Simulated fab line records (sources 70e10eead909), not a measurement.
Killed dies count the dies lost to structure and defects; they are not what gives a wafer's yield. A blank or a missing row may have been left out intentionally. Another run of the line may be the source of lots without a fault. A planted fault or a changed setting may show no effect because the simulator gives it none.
Which of the tools did it? | flow nand harc | 7 lots, 21 wafers sampled, at 4 steps of a route of 1159

WHAT EACH GAUGE READ, for each wafer
NHARC_END_SORT_01.
lot  | measured     | on        | killed at array
L603 | day 21 14:29 | prober-01 | 46 58 43
L608 | day 22 07:37 | prober-01 | 45 45 35
L605 | day 22 16:13 | prober-01 | 29 28 37
L616 | day 24 20:20 | prober-01 | 115 98 125

TOOL THAT RAN EACH LOT (tool first, then ch and the chambers of the sampled wafers, then the start)
lot  | NHARC_A_STAIRCASE_ALD_420        | NHARC_THIN_TSV_ETCH_15           | NHARC_THIN_TSV_PRE_CLEAN_50
L597 | ald hk-02 ch 1,2,3, day 12 12:02 | rie si-05 ch 0,3, day 19 04:13   | pvd sputter-01, no start
L599 | ald hk-01 ch 1,2, day 12 23:31   | rie si-02 ch 0,1,3, day 19 05:19 | pvd sputter-01, no start
L602 | ald hk-03 ch 2,3, day 13 23:32   | rie si-05 ch 0,3, day 20 13:21   | pvd sputter-02, no start
L603 | ald hk-01 ch 0,1,2, day 14 11:35 | rie si-03 ch 1,2, day 20 20:26   | pvd sputter-01, day 21 14:29 or earlier
L608 | ald hk-03 ch 2,3, day 15 08:35   | rie si-03 ch 1,2,3, day 21 17:54 | pvd sputter-01, day 22 07:37 or earlier
L605 | ald hk-02 ch 1,2,3, day 15 20:52 | rie si-03 ch 0,2,3, day 22 01:11 | pvd sputter-01, day 22 16:13 or earlier
L616 | ald hk-02 ch 0,2,3, day 18 01:21 | rie si-02 ch 0,2,3, day 24 03:46 | pvd sputter-02, day 24 20:20 or earlier
- NHARC_A_STAIRCASE_ALD_420: deposits SiO2, target thk 20 nm, pulse time 6 s, ald cycles 200.
- NHARC_THIN_TSV_ETCH_15: target depth 3000 nm, bosch target overetch cycles 2, bosch etch step 2.8 s.
- NHARC_THIN_TSV_PRE_CLEAN_50: time 30 s.

THE ANSWER, worked out from the rows above alone
Rule: the lots themselves supply what counts as usual. The widest of any qualifying gaps counts: lots, ordered by their means at a reading, are off when they make up no more than a third of the lots, leave a main group of 4 or more, and stand apart from it by 3 or more times the standard deviation of that group's means. A main group is skipped when, at the precision printed for the reading in the tables above, its means are all equal. Also off: a lot with no number at a reading for which 4 or more lots have one. The other lots that the step has rows for count as sound.
No lot is off at any reading shown: from this, nothing can be told.

WHAT THE SIMULATOR HAD PUT IN
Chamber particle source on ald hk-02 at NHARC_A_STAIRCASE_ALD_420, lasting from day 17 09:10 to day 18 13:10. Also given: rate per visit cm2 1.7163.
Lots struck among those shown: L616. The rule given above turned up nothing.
